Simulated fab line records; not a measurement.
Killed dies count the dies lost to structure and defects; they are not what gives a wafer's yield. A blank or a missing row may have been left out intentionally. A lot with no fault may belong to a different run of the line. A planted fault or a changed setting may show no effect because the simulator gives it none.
fab line records ; flow nand_harc
[record] lots = 6; wafers = 18; last_day = 33
route steps=1302 shown A_CONTACT@1105 A_BLC@1107 END@1302
lots with no fault: from the same line, run without faults
start_h: hours from the record's opening day to when the first of the lot's shown wafers began ; wait_h: hours from the lot's prior step to this one ; " as in the row above ; L1.1+2: a single row standing in for several wafers ; - either no value or no given start ; * or withheld: withheld ; < > ~ a bound
route shown NAME@n: names a module that has steps shown in the file, with the first one's number in the route ; usual: the fault-free wafers' mean and standard deviation ; same: alike in all rows ; chamber/n: place in a boat ; sites: each site's reading ; _std_site: standard deviation of those values ; _edge_site: inner sites' mean taken away from outer sites' mean ; radius_mm: for every site, how far away it sits from the centre of the wafer ; mask NAME#n: copy n ; behind: the tool/chamber that last shaped the wafer ; hold: what put the lot on hold/how long, in hours/how the hold closed ; device: names the non-switching transistor (n, p or np) ; end of line: the tests these same wafers got at the end of their route ; a step without rows: its recipe alone ; killed: dies that structure and defects cost at the first sort, which is not the same as the wafer's yield ; map: the dies of a wafer, with x for killed, . for not killed, _ for no die there
set.NAME: the setting as run; set.NAME@STEP: as run at that earlier step ; model.NAME: the simulator's own value behind a step, which no gauge read
lots seen at some steps along the route; tables by step, rows by wafer
services: when a tool's chamber went out of use (start_h, in hours from the record's first day, below 0 if earlier), for how many hours, and the reason
[[steps]]
[step NHARC_A_CONTACT_SRD_22]
[step NHARC_A_CONTACT_INSPECT_23]
[usual] raw_defect_count = 496/120
lot.wafer;tool;chamber;start_h;wait_h;raw_defect_count
L799.2;defect_inspect-02;-;534.07;0.1;465
L799.5;defect_inspect-02;-;534.07;0.1;351
L799.6;defect_inspect-02;-;534.07;0.1;348
L806.3;defect_inspect-01;-;590.16;0.1;673
L806.4;defect_inspect-01;-;590.16;0.1;551
L806.6;defect_inspect-01;-;590.16;0.1;538
L808.2;defect_inspect-01;-;599.54;0.1;700
L808.4;defect_inspect-01;-;599.54;0.1;665
L808.6;defect_inspect-01;-;599.54;0.1;761
L815.2;defect_inspect-02;-;680.12;0.1;549
L815.3;defect_inspect-02;-;680.12;0.1;353
L815.6;defect_inspect-02;-;680.12;0.1;560
L816.1;defect_inspect-02;-;685.67;0.1;530
L816.3;defect_inspect-02;-;685.67;0.1;534
L816.6;defect_inspect-02;-;685.67;0.1;546
L821.2;defect_inspect-01;-;746.73;0.1;984
L821.3;defect_inspect-01;-;746.73;0.1;815
L821.4;defect_inspect-01;-;746.73;0.1;500
[step NHARC_A_BLC_DEHYDRATE_00]
[recipe] temp_c = 150; time_s = 120
[step NHARC_A_BLC_HMDS_01]
[recipe] time_s = 30
[step NHARC_A_BLC_COAT_02]
[recipe] temp_c = 260; time_s = 75
[step NHARC_A_BLC_COAT_03]
[recipe] temp_c = 225; time_s = 65
[step NHARC_A_BLC_COAT_04]
[recipe] spin_rpm = 1500; resist_thk_nm = 90
[step NHARC_A_BLC_SOFTBAKE_05]
[recipe] temp_c = 105; time_s = 55
[step NHARC_A_BLC_EBR_06]
[step NHARC_A_BLC_EXPOSE_07]
[recipe] na = 1.35; target_cd_nm = 100; dose_mj = 67.97; mask_id = A_BLC
[step NHARC_A_BLC_PEB_08]
[recipe] peb_temp_c = 100; peb_time_s = 65
[step NHARC_A_BLC_DEVELOP_09]
[recipe] develop_time_s = 35; dev_temp_c = 23
[usual] developer_temp_C = 23.01/0.095
lot.wafer;tool;chamber;start_h;wait_h;developer_temp_C
L799.2;litho_track-01;0;534;-;22.99
L799.5;litho_track-01;0;534;-;22.91
L799.6;litho_track-01;0;534;-;22.97
L806.3;litho_track-04;0;590;-;23.96
L806.4;litho_track-04;0;590;-;24.08
L806.6;litho_track-04;0;590;-;24.13
L808.2;litho_track-04;0;599;-;23.88
L808.4;litho_track-04;0;599;-;24.00
L808.6;litho_track-04;0;599;-;24.00
L815.2;litho_track-04;0;680;-;22.96
L815.3;litho_track-04;0;680;-;23.08
L815.6;litho_track-04;0;680;-;22.99
L816.1;litho_track-06;0;686;-;23.06
L816.3;litho_track-06;0;686;-;22.94
L816.6;litho_track-06;0;686;-;23.05
L821.2;litho_track-04;0;747;-;23.14
L821.3;litho_track-04;0;747;-;23.09
L821.4;litho_track-04;0;747;-;22.99
[step NHARC_A_BLC_CD_MEAS_10]
[recipe] target_cd_nm = 100; landing_energy_ev = 500
[usual] cd_nm = 100.2/0.6
lot.wafer;tool;chamber;start_h;wait_h;cd_nm
L799.2;cd_sem-03;0;534.45;-;100.1
L799.5;cd_sem-03;0;534.45;-;99.5
L799.6;cd_sem-03;0;534.45;-;100.2
L806.3;cd_sem-01;0;590.67;-;99.6
L806.4;cd_sem-01;0;590.67;-;100.5
L806.6;cd_sem-01;0;590.67;-;100.0
L808.2;cd_sem-02;0;600.06;-;100.7
L808.4;cd_sem-02;0;600.06;-;100.3
L808.6;cd_sem-02;0;600.06;-;99.9
L815.2;cd_sem-02;0;680.62;-;100.3
L815.3;cd_sem-02;0;680.62;-;100.2
L815.6;cd_sem-02;0;680.62;-;100.0
L816.1;cd_sem-03;0;686.17;-;100.6
L816.3;cd_sem-03;0;686.17;-;100.3
L816.6;cd_sem-03;0;686.17;-;100.9
L821.2;cd_sem-02;0;747.11;-;99.7
L821.3;cd_sem-02;0;747.11;-;99.4
L821.4;cd_sem-02;0;747.11;-;99.4
[step NHARC_END_SORT_01]
[recipe] temp_c = 25
[usual] killed_at_array = 62/20; killed_at_other = 0.8/1.1; killed_at_periphery = 3.5/2.4; killed_dies = 66/21; killed_open = 3.5/1.9; killed_short = 2.5/1.7
[same] gross_dies = 677
lot.wafer;tool;chamber;start_h;wait_h;killed_at_array;killed_at_other;killed_at_periphery;killed_dies;killed_open;killed_short
L808.2;prober-02;0;644.50;2.8;85;0;3;88;2;0
L808.4;prober-02;0;646.11;3.4;70;1;1;72;4;1
L808.6;prober-02;0;647.72;4.0;80;1;0;81;2;0
// killed by level:class
L808.2 A_CHANNEL_HOLE_D2:chamber_film_flake=38 A_SLIT:chamber_film_flake=32 A_STAIRCASE:chamber_film_flake=6 A_CONTACT:chamber_film_flake=4 A_CHANNEL_HOLE_D1:chamber_film_flake=3 P_CONTACT:geometric_particle:open=1 A_ONON_D1:geometric_particle:open=1 P_STI:chamber_film_flake=1
L808.4 A_SLIT:chamber_film_flake=32 A_CHANNEL_HOLE_D2:chamber_film_flake=25 A_CONTACT:chamber_film_flake=3 A_CHANNEL_HOLE_D1:chamber_film_flake=2 A_WL_FILL:chamber_film_flake=2 P_M1:geometric_particle:open=1 A_DECK1_JOINT:geometric_particle:open=1 A_CHANNEL_HOLE_D2:geometric_particle:open=1
L808.6 A_SLIT:chamber_film_flake=40 A_CHANNEL_HOLE_D2:chamber_film_flake=29 A_CHANNEL_HOLE_D1:chamber_film_flake=6 A_WL_FILL:chamber_film_flake=2 A_CHANNEL_FILL_D2:geometric_particle:open=1 A_M0:geometric_particle:open=1 A_CHANNEL_FILL_D1:chamber_film_flake=1 THIN_TSV:chamber_film_flake=1
[[services]]
tool;chamber;start_h;hours;kind
litho_track-06;-;529.00;7.0;pm
litho_track-04;-;553.00;7.0;pm
litho_track-01;-;680.00;7.0;pm
litho_track-06;-;704.00;7.0;pm
litho_track-04;-;728.00;7.0;pm
[[key]]
[first_sign] step = NHARC_A_BLC_DEVELOP_09; reading = developer_temp_C; direction = up; sigmas = 11; usual = *; struck = *
effect none on later readings
met_at NHARC_A_BLC_DEVELOP_09
struck_wafers L806.3,L806.4,L806.6,L808.2,L808.4,L808.6
tester_left_out L806,L808
[fault] kind = process_parameter_drift; tool = litho_track-04; chamber = -; onset_h = 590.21; steps = NHARC_A_BLC_DEVELOP_09; channel = dev_temp_c; offset = *; shape = step; end_h = 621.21; acts_in = *; stated = *
// tester_left_out: of these lots the tester's yield and bins aren't shown, on N5 and GAA mostly nor the transistor test; their killed dies are dies lost to structure and defects alone, not to doping, threshold or leakage, so they don't give the yield
